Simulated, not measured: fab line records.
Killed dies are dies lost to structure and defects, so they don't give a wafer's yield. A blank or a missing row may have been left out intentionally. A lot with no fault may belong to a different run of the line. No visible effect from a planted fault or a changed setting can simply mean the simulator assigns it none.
A struck lot beside a sound one / flow nandHarc / 13 steps out of a route of 1159
Sound: the wafers L751.1, L751.3, L751.6. Struck: wafer L763.1 (left out: L763.2, a lot-mate that was not struck); the cause follows at the end.
Per side, at each step with rows, come the tool, then ch with its chambers, and then its first start. Under that, the readings that differ: sound wafers / struck wafers / difference of the means / sigmas: that difference in standard deviations of wafers without a fault.
alike: same words and numbers on both sides, and readings whose means sit less than 2 such deviations apart. not compared: any withheld reading, any reading some wafer has no value for, any bound like >300 that may hide the same value, and any number with overlapping values for which the record gives no deviation.
Wherever a step has rows on one side only, a row that says differs or no value, or a row with sigmas, the two part there. When numbers do not overlap yet have no deviation, they are printed without sigmas and do not part them. A reading missing from all wafers of one side parts the sides only when that side holds two or more wafers.

first, 4 steps without rows for these wafers: NHARC_A_STAIRCASE_PEB_07 (peb time 130 s); NHARC_A_STAIRCASE_DEVELOP_08 (time 140 s); NHARC_A_STAIRCASE_HARDBAKE_10 (time 140 s); NHARC_A_STAIRCASE_DESCUM_11 (chemistry O2, time 3 s).
NHARC_A_STAIRCASE_TRIM_12: chemistry O2, time 211.2 s.
  sound on rieDiel-09 ch 0,1, day 11 11:29; struck on rieDiel-09 ch 0, day 14 20:29
reading=rfVppV (V); sound=55.4 58.1 58.0; struck=59.2; difference=+2.0; sigmas=+2
  alike: drypumpMotorCurrentA, oesProductAu, showerheadPlenumPTorr, throttleValvePct
  not compared: rfHoursCounterH
NHARC_A_STAIRCASE_ETCH_13: etches the open film in C4F8/O2, target depth 100 nm, time 40.5 s.
  sound on rieDiel-09 ch 0,1,3; struck on rieDiel-09 ch 0
  alike: oesProductAu, rfFwdPowerW, rfVppV
  not compared: rfHoursCounterH
then, 1 step without rows for these wafers: NHARC_A_STAIRCASE_TRIM_14 (chemistry O2, time 211.2 s).
NHARC_A_STAIRCASE_ETCH_15: etches the open film in C4F8/O2, target depth 100 nm, time 40.5 s.
  sound on rieDiel-09 ch 0,1,3; struck on rieDiel-09 ch 3
reading=oesProductAu (a.u.); sound=0.924 0.931 0.911; struck=0.952; difference=+0.030; sigmas=+2
  alike: rfFwdPowerW, rfVppV
  not compared: rfHoursCounterH
NHARC_A_STAIRCASE_TRIM_16: chemistry O2, time 211.2 s.
  sound on rieDiel-09 ch 2,3; struck on rieDiel-09 ch 2
  alike: drypumpMotorCurrentA, oesProductAu, rfVppV, showerheadPlenumPTorr, throttleValvePct
  not compared: rfHoursCounterH
NHARC_A_STAIRCASE_ETCH_17: etches the open film in C4F8/O2, target depth 100 nm, time 40.5 s.
  sound on rieDiel-09 ch 0,2; struck on rieDiel-09 ch 0
  alike: oesProductAu, rfFwdPowerW, rfVppV
  not compared: rfHoursCounterH
then, 1 step without rows for these wafers: NHARC_A_STAIRCASE_TRIM_18 (chemistry O2, time 211.2 s).
NHARC_A_STAIRCASE_ETCH_19: etches the open film in C4F8/O2, target depth 100 nm, time 40.5 s.
  sound on rieDiel-09 ch 1,3, day 11 12:31; struck on rieDiel-09 ch 0, day 14 21:29
reading=oesProductAu (a.u.); sound=0.933 0.946 0.932; struck=1.106; difference=+0.169; sigmas=+15
  alike: rfFwdPowerW, rfVppV
  not compared: rfHoursCounterH
-- break in the record here, with 8 days between the starts of the struck wafers on either side (left off in module A_STAIRCASE, picked up again in module END, where the first step shown is number 1159 on the route) --
NHARC_END_SORT_01:
  the record has rows for the struck wafers here (prober-01 ch 0, day 23 06:09) and none for the sound ones

## WHERE THEY PART
Earliest at NHARC_A_STAIRCASE_TRIM_12; latest, in this record, at NHARC_END_SORT_01.

WHY: the cause the simulator had injected
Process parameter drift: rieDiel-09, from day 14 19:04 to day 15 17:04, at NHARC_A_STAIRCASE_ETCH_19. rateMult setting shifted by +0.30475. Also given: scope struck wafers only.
